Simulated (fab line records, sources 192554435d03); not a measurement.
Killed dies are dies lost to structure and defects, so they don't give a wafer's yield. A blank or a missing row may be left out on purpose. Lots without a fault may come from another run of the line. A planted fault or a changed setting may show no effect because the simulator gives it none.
Chamber matching | flow n5_finfet | N5_DUMMY_GATE_STRIP_41 on rie_diel-04: 4 sister chambers
The step strips in O2. 24 wafers are shown with their chamber, then 12 later ones without.

WAFERS WITH THEIR CHAMBER
wafer  | chamber | drypump_motor_current_A (A) | throttle_valve_pct (%) | showerhead_plenum_p_Torr (Torr)
L075.2 | 2       | 6.3                         | 16.93                  | 2.09
L075.3 | 0       | 5.1                         | 16.52                  | 2.00
L075.4 | 2       | 6.3                         | 16.91                  | 2.09
L077.2 | 3       | 6.0                         | 16.65                  | 2.04
L077.4 | 0       | 5.1                         | 16.51                  | 2.00
L077.5 | 2       | 6.3                         | 16.92                  | 2.09
L078.1 | 1       | 5.0                         | 16.63                  | 2.02
L078.2 | 3       | 6.0                         | 16.65                  | 2.04
L078.4 | 2       | 6.3                         | 16.91                  | 2.09
L080.1 | 3       | 6.1                         | 16.67                  | 2.04
L080.5 | 2       | 6.3                         | 16.94                  | 2.09
L080.6 | 1       | 5.0                         | 16.64                  | 2.02
L081.2 | 2       | 6.3                         | 16.93                  | 2.09
L081.3 | 3       | 6.1                         | 16.68                  | 2.04
L081.5 | 3       | 6.1                         | 16.68                  | 2.04
L084.1 | 3       | 6.1                         | 16.69                  | 2.03
L084.2 | 1       | 5.0                         | 16.66                  | 2.02
L084.4 | 0       | 5.1                         | 16.56                  | 1.99
L085.2 | 0       | 5.1                         | 16.54                  | 1.99
L085.5 | 3       | 6.1                         | 16.69                  | 2.03
L085.6 | 2       | 6.2                         | 16.93                  | 2.08
L089.4 | 1       | 5.0                         | 16.65                  | 2.01
L089.5 | 3       | 6.1                         | 16.69                  | 2.03
L089.6 | 2       | 6.3                         | 16.97                  | 2.08

SIGNATURES (means of the wafers above)
reading                  | chamber 0 | chamber 1 | chamber 2 | chamber 3 | scatter within a chamber
drypump_motor_current_A  | 5.100     | 5.000     | 6.287     | 6.075     | 0.0345
throttle_valve_pct       | 16.5325   | 16.6450   | 16.9300   | 16.6750   | 0.0181
showerhead_plenum_p_Torr | 1.9950    | 2.0175    | 2.0875    | 2.0362    | 0.00506
Rule: a wafer's distance from a chamber is the root of the sum, over the readings, of the square of ((its reading less the chamber's mean) divided by the reading's scatter). The wafer belongs to the nearest chamber; if the next one is less than 2 further off, it can't be placed. The scatter: the root of (the sum of the squares of (reading less its chamber's mean) over the shown wafers, divided by (wafers less chambers)).

WAFERS WITHOUT THEIR CHAMBER
wafer  | drypump_motor_current_A (A) | throttle_valve_pct (%) | showerhead_plenum_p_Torr (Torr)
L093.2 | 5.1                         | 16.58                  | 1.99
L093.4 | 6.3                         | 16.98                  | 2.08
L093.6 | 6.3                         | 16.99                  | 2.08
L094.1 | 5.1                         | 16.60                  | 1.99
L094.2 | 6.1                         | 16.74                  | 2.03
L094.6 | 6.0                         | 16.72                  | 2.03
L096.1 | 6.1                         | 16.73                  | 2.03
L096.2 | 6.3                         | 16.98                  | 2.08
L096.6 | 5.1                         | 16.60                  | 1.99
L097.1 | 6.1                         | 16.71                  | 2.03
L097.3 | 6.3                         | 16.97                  | 2.08
L097.5 | 6.2                         | 17.00                  | 2.08

WHICH CHAMBER EACH WENT THROUGH
wafer  | from the rows above | in truth
L093.2 | 0                   | 0
L093.4 | 2                   | 2
L093.6 | 2                   | 2
L094.1 | 0                   | 0
L094.2 | 3                   | 3
L094.6 | 3                   | 3
L096.1 | 3                   | 3
L096.2 | 2                   | 2
L096.6 | 0                   | 0
L097.1 | 3                   | 3
L097.3 | 2                   | 2
L097.5 | 2                   | 2
Placed correctly: 12 of 12. Can't be placed from these rows: 0. Placed wrongly: 0.
